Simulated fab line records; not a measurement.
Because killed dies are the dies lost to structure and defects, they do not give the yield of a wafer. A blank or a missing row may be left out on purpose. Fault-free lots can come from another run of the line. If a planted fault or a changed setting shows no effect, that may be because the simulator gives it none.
Problem report in the 8D (eight disciplines) form, filled by code + flow nand_harc + the parts of the form that need people (team, actions taken, sign-off) are left out

== 1. THE ISSUE ==
raw_defect_count at NHARC_P_GATE_INSPECT_28 reads a mean of 293 on 6 wafers of 2 lots; wafers without a fault read 6 with a standard deviation of 3.1. Measured from the usual mean, that is +92 standard deviations.
First seen on wafer L810.2, day 11 02:37, on defect_inspect-01. At this step, 30 wafers from 10 lots have a number in the record. Rule for "out" (also "out of limits"): further than 4 standard deviations from the usual mean. All remaining wafers that have a number are taken as sound.

== 2. WHAT THIS IS AND IS NOT ==
| question                    | is                     | is not                                                                          |
|-----------------------------|------------------------|---------------------------------------------------------------------------------|
| which readings at this step | raw_defect_count       | -                                                                               |
| which lots                  | L810, L811             | L798, L802, L804, L807, L808, L812, L817, L819                                  |
| which wafers of those lots  | all that have a number | -                                                                               |
| read on which gauges        | defect_inspect-01      | defect_inspect-02                                                               |
| when                        | from day 11 02:37      | up to then (15 sound wafers); but 9 sound wafers of L812, L817, L819 came after |

== 3. SUSPECTS, AND WHAT RULES EACH OUT ==
Counting: any tool at a process step up to the reading is kept as a suspect provided that every lot that is out went through it and no sound lot did after the first of them.
- the gauge at NHARC_P_GATE_INSPECT_28 has been ruled out. All the wafers that are out were read on defect_inspect-01, but those of them that NHARC_END_SORT_01 has rows for are out there too, on other tools.
- lpcvd_poly-01 at NHARC_P_GATE_CVD_17 (deposits poly-Si, target thk 150 nm, time 900 s): kept. It ran every lot that is out, first L810 (day 10 22:31), and no sound lot after that; its last sound lot up to then is L808 (day 9 16:03).
The count leaves lpcvd_poly-01 at NHARC_P_GATE_CVD_17.

== 4. THE CAUSE (what the simulator had put in) ==
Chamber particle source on lpcvd_poly-01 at NHARC_P_GATE_CVD_17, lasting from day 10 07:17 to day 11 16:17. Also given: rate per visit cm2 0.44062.
Counting left only this tool.

== 5. SEQUENCE OF EFFECTS, ordered by route ==
Rows list readings where the struck wafers' mean (over those with a number) sits beyond 3 standard deviations from the usual. Only readings for which the record gives a usual standard deviation are gone through. hours: the time from each lot's start at the first step in this table that gives one to its start at this step, as a median over the lots. sigmas: the change in usual standard deviations.
| hours | step                    | reading             | usual | on struck wafers | change | sigmas |
|-------|-------------------------|---------------------|-------|------------------|--------|--------|
| 0     | NHARC_P_GATE_INSPECT_28 | raw_defect_count    | 6     | 293              | +287   | +92    |
| 22    | NHARC_P_GATE_INSPECT_68 | raw_defect_count    | 195   | 533              | +338   | +4.6   |
| 463   | NHARC_END_SORT_01       | killed_at_periphery | 3.7   | 40.3             | +36.6  | +15    |

== 6. HOW IT WOULD HAVE BEEN CAUGHT EARLIER ==
Counted from the fault's start at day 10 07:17, it took 19 hours until the first out-of-limits reading at a measuring or inspecting step in this record, taken at day 11 02:37.
Tool readings at NHARC_P_GATE_CVD_17 with a usual standard deviation given in the record: none out on any struck wafer, hence no alarm at a limit of 4 standard deviations on them.
All the lots that are out (2) had begun NHARC_P_GATE_CVD_17 on lpcvd_poly-01 by day 11 02:37. None of them would have been spared by holding the tool at that moment.
